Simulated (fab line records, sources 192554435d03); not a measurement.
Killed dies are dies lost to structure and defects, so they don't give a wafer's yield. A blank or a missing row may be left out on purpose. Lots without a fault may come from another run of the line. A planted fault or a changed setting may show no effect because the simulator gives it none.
fab line records | flow n5_finfet
record lots=6 wafers=16 last_day=17
route steps=1938 shown SD_EPI_N@289 SD_EPI_P@295
lots that met no fault: from a run of the same line without faults
start_h: hours from the record's first day to the start of the lot's first wafer shown | wait_h: hours since the lot's step before | " the same as in the row above | L1.1+2: a row that stands for several wafers | - no value, or no start given | * or withheld: withheld | < > ~ a bound
route shown NAME@n: a module of which the file shows steps, and the number in the route of the first | usual: mean/standard deviation of fault-free wafers | same: alike in all rows | chamber/n: place in a boat | sites: the reading at each site | _std_site: their standard deviation | _edge_site: outer sites' mean less inner sites' | radius_mm: how far each site lies from the wafer's centre | mask NAME#n: copy n | behind: the tool/chamber that last shaped the wafer | hold: why the lot was held/for how many hours/how that ended | device: the transistor (n, p or np) that didn't switch | end of line: the same wafers' tests at the end of the route | a step without rows: its recipe alone | killed: dies lost to structure and defects at the first sort, not the wafer's yield | map: a wafer's dies, x killed, . not, _ none there
set.NAME: the setting as run; set.NAME@STEP: as run at that earlier step | model.NAME: the simulator's own value behind a step, which no gauge read
lots at some steps of the route; a table a step, a row a wafer
services: from which hour (start_h, from the record's first day; less than 0 if before it) a tool's chamber was out of use, for how many hours, and why
## steps
# step N5_SD_EPI_N_EPI_MEAS_23
# recipe mode=xrd
# usual thk_nm=59.1/1.3
# columns lot.wafer tool chamber start_h wait_h thk_nm
L414.1 film_metro-02 - 82.06 1.4 59.6
L414.3 " - " " 57.2
L414.6 " - " " 58.0
L416.2 film_metro-02 - 95.87 1.2 59.3
L416.6 " - " " 60.2
L421.3 film_metro-02 - 123.45 0.9 61.1
L421.5 " - " " 60.5
L425.1 film_metro-01 - 146.45 1.4 58.2
L425.2 " - " " 61.4
L425.5 " - " " 58.7
L428.1 film_metro-01 - 167.58 1.4 59.1
L428.2 " - " " 60.8
L428.5 " - " " 60.0
L431.1 film_metro-02 - 192.75 1.4 61.3
L431.2 " - " " 59.0
L431.5 " - " " 58.4
# step N5_SD_EPI_N_PRECLEAN_24
# recipe chemistry=O3/DIW time_s=60 temp_c=22 o3_ppm=10
# step N5_SD_EPI_N_SRD_25
# recipe time_s=30 temp_c=23 rinse_liquid=diw dry=ipa_marangoni
# step N5_SD_EPI_N_PRECLEAN_49
# recipe chemistry=NF3:NH3 afs_cycles=1 temp_c=30 time_s=20 sublimation_temp_c=180 sublimation_time_s=60 pressure_torr=3 rf_power_w=30
# step N5_SD_EPI_N_LINER_46
# recipe material=SiNx target_thk_a=30 temp_c=400 ald_precursor_family=SiH2I2 ald_co_reactant=N2/H2-plasma pressure_torr=2
# usual heater_power_w=825/73
# columns lot.wafer tool chamber start_h wait_h heater_power_w
L414.1 ald_sin-01 1 82.36 0.2 949
L414.3 " 2 " " 821
L414.6 " 2 " " 820
L416.2 ald_sin-04 0 96.21 0.1 700
L416.6 " 2 " " 762
L421.3 ald_sin-04 3 123.75 0.1 837
L421.5 " 0 " " 686
L425.1 ald_sin-02 3 146.95 0.4 879
L425.2 " 2 " " 852
L425.5 " 0 " " 900
L428.1 ald_sin-02 3 167.95 0.2 895
L428.2 " 0 " " 932
L428.5 " 1 " " 816
L431.1 ald_sin-02 2 193.06 0.2 848
L431.2 " 0 " " 941
L431.5 " 1 " " 825
# step N5_SD_EPI_N_INSPECT_26
# recipe inspect_instrument=darkfield mode=post_epi
# usual raw_defect_count=231/46
# columns lot.wafer tool chamber start_h wait_h raw_defect_count
L414.1 defect_inspect-02 - 82.61 0.1 194
L414.3 " - " " 180
L414.6 " - " " 204
L416.2 defect_inspect-02 - 96.46 0.1 225
L416.6 " - " " 170
L421.3 defect_inspect-01 - 124.00 0.1 179
L421.5 " - " " 222
L425.1 defect_inspect-01 - 147.20 0.1 274
L425.2 " - " " 232
L425.5 " - " " 254
L428.1 defect_inspect-01 - 168.20 0.1 171
L428.2 " - " " 219
L428.5 " - " " 256
L431.1 defect_inspect-02 - 193.31 0.1 213
L431.2 " - " " 240
L431.5 " - " " 177
# step N5_SD_EPI_P_COAT_34
# recipe resist=SOC temp_c=250 time_s=60 spin_rpm=1500 resist_thk_nm=350
# step N5_SD_EPI_P_COAT_35
# recipe resist=SiARC temp_c=220 time_s=60 spin_rpm=1500 resist_thk_nm=35
# step N5_SD_EPI_P_COAT_03
# recipe resist=CAR-ArF-block spin_rpm=1500 resist_thk_nm=150
# step N5_SD_EPI_P_EBR_05
# recipe solvent=PGMEA ebr_width_mm=1.5
# step N5_SD_EPI_P_SOFTBAKE_04
# recipe temp_c=110 time_s=60 resist=CAR-ArF-block
# step N5_SD_EPI_P_EXPOSE_06
# recipe mask_id=SD_P_BLK na=1.35 source_shape=conventional sigma_outer=0.8 polarization=unpolarized target_cd_nm=240 dose_mj=39.5
# step N5_SD_EPI_P_PEB_07
# recipe peb_temp_c=110 peb_time_s=60 resist=CAR-ArF-block
# usual heater_power_total_W=175.3/1.6
# columns lot.wafer tool chamber start_h wait_h heater_power_total_W
L414.1 litho_track-01 0 82.82 0.1 174.5
L414.3 " 0 " " 177.2
L414.6 " 0 " " 175.2
L416.2 litho_track-01 0 96.79 0.0 198.2
L416.6 " 0 " " 172.9
L421.3 litho_track-01 0 124.33 0.0 177.5
L421.5 " 0 " " 200.0
L425.1 litho_track-05 0 147.53 0.1 177.5
L425.2 " 0 " " 175.5
L425.5 " 0 " " 177.3
L428.1 litho_track-03 0 168.53 0.1 175.4
L428.2 " 0 " " 174.7
L428.5 " 0 " " 177.5
L431.1 litho_track-01 0 193.64 0.1 173.9
L431.2 " 0 " " 176.5
L431.5 " 0 " " 174.0
# step N5_SD_EPI_P_DEVELOP_08
# recipe develop_time_s=30 developer=TMAH resist=CAR-ArF-block dev_temp_c=23 rinse_liquid=diw dry=air_spin
# step N5_SD_EPI_P_CD_MEAS_09
# recipe target_cd_nm=240 landing_energy_ev=500 detector=se_inlens
# usual cd_nm=240.3/0.64
# same landing_energy_ev=500
# columns lot.wafer tool chamber start_h wait_h cd_nm
L414.1 cd_sem-03 0 82.89 - 239.5
L414.3 " 0 " " 240.5
L414.6 " 0 " " 240.0
L416.2 cd_sem-02 0 96.86 - 233.9
L416.6 " 0 " " 239.9
L421.3 cd_sem-01 0 124.40 - 239.5
L421.5 " 0 " " 232.9
L425.1 cd_sem-03 0 147.60 - 240.7
L425.2 " 0 " " 240.3
L425.5 " 0 " " 240.1
L428.1 cd_sem-01 0 168.59 - 240.3
L428.2 " 0 " " 240.3
L428.5 " 0 " " 240.4
L431.1 cd_sem-01 0 193.70 - 240.4
L431.2 " 0 " " 241.0
L431.5 " 0 " " 241.1
# step N5_SD_EPI_P_OVL_MEAS_10
# recipe points_per_wafer=44
# usual SD_P_BLK_OVL=-0.5/0.71
# columns lot.wafer tool chamber start_h wait_h SD_P_BLK_OVL[nm]
L414.1 overlay-02 0 82.92 0.0 0.1
L414.3 " 0 " " -1.0
L414.6 " 0 " " -1.2
L416.2 overlay-01 0 96.89 0.0 -0.4
L416.6 " 0 " " 0.2
L421.3 overlay-01 0 124.43 0.0 0.2
L421.5 " 0 " " 1.0
L425.1 overlay-01 0 147.63 0.0 0.1
L425.2 " 0 " " -0.5
L425.5 " 0 " " -0.6
L428.1 overlay-01 0 168.63 0.0 -1.1
L428.2 " 0 " " -1.3
L428.5 " 0 " " -0.6
L431.1 overlay-02 0 193.73 0.0 -0.2
L431.2 " 0 " " -0.2
L431.5 " 0 " " 0.0
# step N5_SD_EPI_P_INSPECT_11
# recipe mode=adi inspect_instrument=macro
# usual raw_defect_count=2.1/1.3
# columns lot.wafer tool chamber start_h wait_h raw_defect_count
L414.1 defect_inspect-02 - 82.94 0.0 2
L414.3 " - " " 1
L414.6 " - " " 2
L416.2 defect_inspect-01 - 96.91 0.0 2
L416.6 " - " " 3
L421.3 defect_inspect-01 - 124.45 0.0 4
L421.5 " - " " 0
L425.1 defect_inspect-01 - 147.65 0.0 4
L425.2 " - " " 4
L425.5 " - " " 1
L428.1 defect_inspect-01 - 168.65 0.0 2
L428.2 " - " " 4
L428.5 " - " " 1
L431.1 defect_inspect-02 - 193.76 0.0 2
L431.2 " - " " 2
L431.5 " - " " 1
# step N5_SD_EPI_P_DESCUM_14
# recipe chemistry=O2 time_s=7.9 source_power_w=50 bias_power_w=20 pressure_mtorr=20 rf_frequency_hz=2.712e+07 temp_c=40 resist=CAR-ArF-block o2_flow_sccm=225
# usual drypump_motor_current_A=5.8/0.41 oes_product_au=0.79/0.098 rf_fwd_power_W=49.34/0.2 rf_vpp_V=243.1/1.3 showerhead_plenum_p_Torr=2.09/0.059 throttle_valve_pct=20.36/0.18
# columns lot.wafer tool chamber start_h wait_h drypump_motor_current_A oes_product_au rf_fwd_power_W rf_hours_counter_h rf_vpp_V showerhead_plenum_p_Torr throttle_valve_pct model.SD_EPI_P.cd_nm
L414.1 rie_diel-06 0 82.98 0.0 5.7 0.67 49.39 246 243.4 2.07 20.60 239.8
L414.3 " 2 " " 5.7 0.72 49.41 190 242.4 2.08 20.18 240.8
L414.6 " 0 " " 5.8 0.67 49.21 - 241.2 2.07 20.62 240
L416.2 rie_diel-01 2 97.01 0.1 4.9 0.85 49.38 47 242.0 2.05 20.22 233.8
L416.6 " 1 " " 5.8 0.78 49.24 - 241.0 2.02 20.08 240
L421.3 rie_diel-01 1 124.54 0.1 5.8 0.76 49.47 134 243.0 2.01 20.10 239.6
L421.5 " 3 " " 4.7 0.84 49.79 - 242.2 2.04 20.24 232.6
L425.1 rie_diel-06 3 147.68 0.0 5.9 0.86 49.24 40 242.3 2.05 20.19 240.4
L425.2 " 1 " " 6.6 0.90 49.34 38 244.6 2.21 20.36 240.6
L425.5 " 1 " " 6.6 0.90 49.03 - 246.7 2.21 20.37 240
L428.1 rie_diel-01 2 168.68 0.0 4.9 0.82 49.57 70 242.5 2.05 20.25 240.2
L428.2 " 1 " " 5.8 0.75 49.29 146 241.1 2.01 20.11 240
L428.5 " 2 " " 4.9 0.82 49.45 - 243.5 2.05 20.23 240.2
L431.1 rie_diel-06 1 193.79 0.0 6.6 0.86 49.22 55 244.1 2.21 20.40 240.2
L431.2 " 0 " " 5.9 0.93 49.48 17 242.1 2.06 20.20 241
L431.5 " 0 " " 5.8 0.94 49.34 - 240.8 2.06 20.21 241.2
# step N5_SD_EPI_P_ETCH_36
# recipe chemistry=CF4 target=SiARC target_depth_a=455 mask_material=CAR-ArF-block time_s=75.8 ion_energy_ev=80 pressure_mtorr=40 source_w=545 bias_w=36 Ar_flow_sccm=100 cf4_flow_sccm=100 ends=cleared
# usual bias_w=35.99/0.1 drypump_motor_current_A=5.8/0.41 etch_rf_on_time_s=75.9/1.2 oes_product_au=0.67/0.086 rf_fwd_power_W=538.9/1.9 rf_vpp_V=184.0/1.1 showerhead_plenum_p_Torr=2.13/0.059 throttle_valve_pct=15.52/0.21
# columns lot.wafer tool chamber start_h wait_h bias_w drypump_motor_current_A etch_rf_on_time_s oes_product_au rf_fwd_power_W rf_hours_counter_h rf_vpp_V showerhead_plenum_p_Torr throttle_valve_pct
L414.1 rie_diel-06 0 83.01 0.0 35.99 5.8 75.0 0.58 537.1 246 183.5 2.11 15.74
L414.3 " 2 " " 36.23 5.6 76.3 0.62 541.2 191 184.2 2.12 15.40
L414.6 " 0 " " 35.99 5.8 75.8 0.57 539.0 - 183.5 2.11 15.75
L416.2 rie_diel-01 2 97.04 0.0 35.95 4.9 74.6 0.73 539.2 47 183.9 2.09 15.29
L416.6 " 1 " " 35.87 5.8 76.4 0.66 539.4 - 183.5 2.06 15.29
L421.3 rie_diel-01 1 124.57 0.0 36.06 5.8 76.0 0.66 541.6 134 185.4 2.06 15.31
L421.5 " 3 " " 35.90 4.7 75.6 0.72 542.5 - 182.2 2.08 15.34
L425.1 rie_diel-06 3 147.72 0.0 35.74 5.9 74.5 0.74 536.4 40 183.0 2.09 15.29
L425.2 " 1 " " 36.05 6.6 75.5 0.77 539.7 38 183.5 2.26 15.48
L425.5 " 1 " " 36.06 6.6 76.4 0.76 538.4 - 186.5 2.26 15.49
L428.1 rie_diel-01 2 168.72 0.0 35.93 5.0 73.9 0.71 538.8 70 182.6 2.09 15.34
L428.2 " 1 " " 35.87 5.8 74.6 0.65 541.2 146 182.5 2.06 15.33
L428.5 " 2 " " 35.91 4.9 73.7 0.71 537.4 - 182.2 2.09 15.34
L431.1 rie_diel-06 1 193.83 0.0 36.03 6.6 77.4 0.73 540.8 55 185.4 2.25 15.53
L431.2 " 0 " " 36.00 5.7 74.9 0.81 538.4 17 183.1 2.10 15.27
L431.5 " 0 " " 36.18 5.8 75.2 0.80 539.1 - 183.2 2.10 15.28
# step N5_SD_EPI_P_ETCH_37
# recipe chemistry=N2/H2 target=SOC overetch_a=1080 mask_material=SiARC temp_c=40 ion_energy_ev=100 source_w=3000 bias_w=133 pressure_mtorr=20 time_s=486 n2_flow_sccm=200 h2_flow_sccm=200 ends=end_point
# usual bias_w=132.9/0.41 drypump_motor_current_A=5.8/0.41 n2_flow_sccm=199.9/0.63 oes_product_au=0.71/0.085 rf_fwd_power_W=2994/8.7 rf_vpp_V=240.7/1.3 showerhead_plenum_p_Torr=2.53/0.076 throttle_valve_pct=23.72/0.2
# columns lot.wafer tool chamber start_h wait_h bias_w drypump_motor_current_A n2_flow_sccm oes_product_au rf_fwd_power_W rf_hours_counter_h rf_vpp_V showerhead_plenum_p_Torr throttle_valve_pct
L414.1 rie_diel-06 0 83.07 0.0 132.5 5.8 200.0 0.60 2982 246 240.5 2.49 23.72
L414.3 " 2 " " 132.9 5.7 200.9 0.64 2997 191 240.9 2.53 23.57
L414.6 " 0 " " 132.4 5.8 200.9 0.60 2992 - 240.0 2.49 23.72
L416.2 rie_diel-01 2 97.10 0.0 133.2 4.9 199.9 0.76 2985 47 239.7 2.48 23.68
L416.6 " 1 " " 132.7 5.8 199.6 0.69 2987 - 239.8 2.45 23.46
L421.3 rie_diel-01 1 124.63 0.0 132.1 5.7 199.8 0.68 2974 134 239.6 2.44 23.47
L421.5 " 3 " " 133.1 4.7 199.9 0.75 2987 - 240.6 2.47 23.54
L425.1 rie_diel-06 3 147.78 0.0 133.3 5.9 199.6 0.77 2991 40 237.8 2.47 23.57
L425.2 " 1 " " 133.3 6.6 199.1 0.80 2992 38 241.3 2.69 23.87
L425.5 " 1 " " 133.3 6.6 198.8 0.81 2973 - 243.2 2.69 23.87
L428.1 rie_diel-01 2 168.77 0.0 132.8 5.0 199.8 0.74 2991 70 240.8 2.47 23.72
L428.2 " 1 " " 132.8 5.8 199.3 0.68 2989 146 239.3 2.44 23.51
L428.5 " 2 " " 132.8 4.9 199.1 0.73 2994 - 240.3 2.47 23.71
L431.1 rie_diel-06 1 193.88 0.0 133.0 6.6 200.5 0.77 2992 55 242.0 2.68 23.90
L431.2 " 0 " " 133.0 5.8 199.4 0.84 2994 17 240.1 2.48 23.33
L431.5 " 0 " " 133.3 5.8 199.9 0.84 2991 - 241.0 2.48 23.32
# step N5_SD_EPI_P_STRIP_38
# recipe chemistry=N2/H2 temp_c=40 n2_flow_sccm=200 h2_flow_sccm=200 rf_frequency_hz=6e+07
# step N5_SD_EPI_P_ETCHBACK_46
# recipe chemistry=CH3F/O2 mode=anisotropic_etchback target=SiNx target_depth_a=175 stop_on=SiO2 over_etch_frac=0.3 ion_energy_ev=120 pressure_mtorr=30 source_w=395 bias_w=73 Ar_flow_sccm=150 CH3F_flow_sccm=30 O2_flow_sccm=20
# usual CH3F_flow_sccm=30.00/0.076 bias_w=72.99/0.21 drypump_motor_current_A=5.8/0.41 oes_product_au=0.67/0.081 rf_fwd_power_W=393.3/1.2 rf_vpp_V=297/3.5 showerhead_plenum_p_Torr=2.00/0.059 throttle_valve_pct=16.27/0.22
# columns lot.wafer tool chamber start_h wait_h CH3F_flow_sccm bias_w drypump_motor_current_A oes_product_au rf_fwd_power_W rf_hours_counter_h rf_vpp_V showerhead_plenum_p_Torr throttle_valve_pct
L414.1 rie_diel-06 0 83.39 0.0 29.98 72.51 5.8 0.58 391.6 246 296 1.97 16.49
L414.3 " 2 " " 29.98 72.84 5.6 0.62 394.8 191 296 1.98 16.14
L414.6 " 0 " " 30.10 72.73 5.8 0.57 392.1 - 294 1.97 16.48
L416.2 rie_diel-01 2 97.42 0.0 29.98 73.25 5.0 0.72 393.5 47 297 1.95 16.03
L416.6 " 1 " " 30.02 73.15 5.8 0.66 393.3 - 291 1.92 16.00
L421.3 rie_diel-01 1 124.95 0.0 30.00 72.95 5.8 0.66 391.8 134 292 1.92 16.00
L421.5 " 3 " " 30.02 72.69 4.7 0.72 393.1 - 297 1.94 16.08
L425.1 rie_diel-06 3 148.10 0.0 29.88 72.79 5.9 0.74 395.3 41 297 1.95 16.04
L425.2 " 1 " " 29.93 72.79 6.6 0.76 393.0 38 304 2.12 16.30
L425.5 " 1 " " 29.88 73.03 6.7 0.77 392.7 - 304 2.12 16.29
L428.1 rie_diel-01 2 169.10 0.0 29.93 73.13 4.9 0.70 392.8 70 295 1.94 16.06
L428.2 " 1 " " 30.15 72.95 5.8 0.64 393.6 146 292 1.92 16.05
L428.5 " 2 " " 29.85 73.19 4.9 0.69 393.6 - 297 1.94 16.05
L431.1 rie_diel-06 1 194.21 0.0 30.08 73.09 6.6 0.74 392.1 55 305 2.12 16.30
L431.2 " 0 " " 30.09 72.66 5.8 0.79 390.6 17 295 1.96 16.03
L431.5 " 0 " " 29.89 72.87 5.8 0.79 393.8 - 295 1.96 16.01
# step N5_SD_EPI_P_ETCH_47
# recipe chemistry=CH3F/O2 target=SiOCN target_depth_a=250 mask_material=SOC ion_energy_ev=60 bias_w=29 pressure_mtorr=30 source_w=410 Ar_flow_sccm=150 CH3F_flow_sccm=30 O2_flow_sccm=20
# usual CH3F_flow_sccm=30.00/0.085 bias_w=29.00/0.089 drypump_motor_current_A=5.8/0.41 oes_product_au=0.79/0.099 rf_fwd_power_W=408.0/1.3 rf_vpp_V=127.3/1.6 showerhead_plenum_p_Torr=2.00/0.059 throttle_valve_pct=16.25/0.22
# columns lot.wafer tool chamber start_h wait_h CH3F_flow_sccm bias_w drypump_motor_current_A oes_product_au rf_fwd_power_W rf_hours_counter_h rf_vpp_V showerhead_plenum_p_Torr throttle_valve_pct
L414.1 rie_diel-06 0 83.49 0.1 29.96 28.81 5.8 0.66 408.9 246 127.2 1.97 16.47
L414.3 " 2 " " 30.07 28.93 5.7 0.71 405.2 191 127.1 1.98 16.10
L414.6 " 0 " " 30.12 28.88 5.8 0.66 408.2 - 127.4 1.97 16.48
L416.2 rie_diel-01 2 97.52 0.1 30.15 28.96 4.9 0.85 408.7 47 128.3 1.95 16.00
L416.6 " 1 " " 30.03 28.93 5.8 0.78 406.7 - 126.7 1.92 15.98
L421.3 rie_diel-01 1 125.05 0.1 29.94 29.11 5.8 0.76 406.5 134 125.9 1.92 16.01
L421.5 " 3 " " 30.11 29.03 4.7 0.83 409.3 - 128.2 1.94 16.03
L425.1 rie_diel-06 3 148.20 0.1 30.11 28.89 5.9 0.87 407.4 41 126.3 1.95 16.00
L425.2 " 1 " " 30.04 28.96 6.6 0.90 406.5 38 130.7 2.12 16.27
L425.5 " 1 " " 30.01 28.95 6.6 0.90 409.0 - 129.7 2.12 16.26
L428.1 rie_diel-01 2 169.20 0.1 29.81 28.96 5.0 0.83 408.1 70 127.8 1.95 16.04
L428.2 " 1 " " 30.02 29.10 5.8 0.76 407.3 146 126.0 1.92 16.02
L428.5 " 2 " " 29.95 28.92 4.9 0.82 407.7 - 126.9 1.94 16.04
L431.1 rie_diel-06 1 194.31 0.1 30.03 29.06 6.6 0.87 406.6 55 131.5 2.12 16.30
L431.2 " 0 " " 29.96 29.07 5.8 0.95 408.7 17 126.2 1.96 15.99
L431.5 " 0 " " 30.01 29.09 5.8 0.95 408.2 - 127.3 1.96 16.01
# step N5_SD_EPI_P_ETCH_16
# recipe chemistry=CHF3/O2 target=SiO2 target_depth_a=50 mask_material=SOC pressure_mtorr=30 source_w=650 bias_w=170 Ar_flow_sccm=200 CHF3_flow_sccm=50 O2_flow_sccm=5 ion_energy_ev=200
# step N5_SD_EPI_P_STRIP_50
# recipe chemistry=CHF3/O2 resist=SiARC rf_frequency_hz=6e+07
# step N5_SD_EPI_P_SD_RECESS_17
# recipe chemistry=HBr/Cl2/O2 target_depth_a=391 bt_time_s=3 pressure_mtorr=10 icp_w=800 bias_w=112 HBr_flow_sccm=150 Cl2_flow_sccm=80 O2_flow_sccm=12
# usual bias_w=112.1/0.35 drypump_motor_current_A=5.9/0.43 oes_product_au=0.996/0.012 rf_fwd_power_W=795.0/2.7 throttle_valve_pct=37.14/0.21
# same bt_time_s=3
# columns lot.wafer tool chamber start_h wait_h bias_w drypump_motor_current_A oes_product_au rf_fwd_power_W rf_hours_counter_h throttle_valve_pct model.SD_EPI_P.cd_nm
L414.1 rie_si-05 2 83.66 0.0 112.8 6.1 1.017 798.8 194 37.15 239.8
L414.3 " 1 " " 112.0 6.3 0.983 799.4 138 37.25 242.6
L414.6 " 3 " " 112.0 6.0 1.010 796.9 - 37.35 240.6
L416.2 rie_si-05 2 97.70 0.0 112.2 6.1 1.006 795.1 194 37.15 234.6
L416.6 " 1 " " 111.1 6.3 0.988 795.3 - 37.26 240.6
L421.3 rie_si-05 1 125.22 0.0 112.1 6.3 0.982 792.1 139 37.28 239.6
L421.5 " 2 " " 112.1 6.1 0.996 796.3 - 37.14 231
L425.1 rie_si-03 1 148.37 0.0 112.0 5.4 0.989 794.7 5 37.17 240.6
L425.2 " 2 " " 112.5 5.8 0.997 792.5 36 37.50 240.2
L425.5 " 0 " " 112.2 4.9 0.997 794.5 - 36.99 239.4
L428.1 rie_si-05 1 169.37 0.0 111.8 6.3 0.994 793.3 140 37.25 240.2
L428.2 " 0 " " 111.9 6.0 0.995 796.5 47 37.23 240.2
L428.5 " 2 " " 112.1 6.1 1.007 792.2 - 37.22 240.2
L431.1 rie_si-04 3 194.48 0.0 111.8 6.2 0.979 793.6 8 36.65 239.8
L431.2 " 2 " " 111.6 6.1 0.993 795.0 0 37.11 242.6
L431.5 " 3 " " 112.1 6.2 0.978 794.7 - 36.66 243
# step N5_SD_EPI_P_WET_ETCH_45
# recipe chemistry=dHF dilution=withheld time_s=10.7 target=SiO2 target_depth_a=20 temp_c=25 dry=ipa_marangoni rinse_time_s=30 rinse_temp_c=23
## services
# columns tool chamber start_h hours kind
rie_diel-01 3 89.53 8.7 repair
rie_diel-01 3 103.31 18.9 repair
rie_diel-06 0 115.84 5.3 repair
rie_diel-06 0 121.19 - clean
rie_diel-06 0 121.19 - consumable_replace:focus_ring
rie_diel-06 0 121.19 21.9 scheduled_down
rie_diel-06 0 121.19 21.9 vent_cycle
litho_track-05 - 122.97 - consumable_replace:filter
rie_diel-06 1 128.14 16.7 repair
ald_sin-01 - 136.65 28.1 pm
rie_diel-06 2 142.69 23.3 repair
rie_si-04 1 143.87 14.4 repair
rie_si-05 2 144.24 - clean
rie_si-05 2 144.24 - consumable_replace:esc
rie_si-05 2 144.24 19.6 scheduled_down
rie_si-05 2 144.24 19.6 vent_cycle
rie_si-03 2 145.46 1.2 repair
rie_si-04 2 158.26 - clean
rie_si-04 2 158.26 13.7 scheduled_down
ald_sin-01 - 164.75 6.0 pm
rie_si-05 0 170.73 16.1 repair
ald_sin-01 - 179.13 14.0 pm
rie_si-04 0 180.94 4.3 repair
rie_si-05 3 185.26 9.6 repair
## key
first_sign step=N5_SD_EPI_P_PEB_07 reading=heater_power_total_W direction=up sigmas=15 usual=* struck=*
effect step=N5_SD_EPI_P_CD_MEAS_09 reading=cd_nm direction=down sigmas=11 usual=240.3 struck=233.4
model_effect step=N5_SD_EPI_P_DESCUM_14 value=SD_EPI_P.cd_nm without=240.4 struck=233.2
model_effect step=N5_SD_EPI_P_SD_RECESS_17 value=SD_EPI_P.cd_nm without=240.1 struck=232.8
met_at N5_SD_EPI_P_PEB_07
struck_wafers L416.2,L421.5
tester_left_out L416,L421
onset_between 82.82 96.79
fault kind=process_parameter_drift tool=litho_track-01 chamber=- onset_h=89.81 steps=N5_SD_EPI_P_PEB_07 channel=peb_time_s offset=* shape=step end_h=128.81 scope=struck_wafers_only acts_in=* stated=*
# tester_left_out: of these lots the tester's yield and bins aren't shown, on N5 and GAA mostly nor the transistor test; their killed dies are dies lost to structure and defects alone, not to doping, threshold or leakage, so they don't give the yield
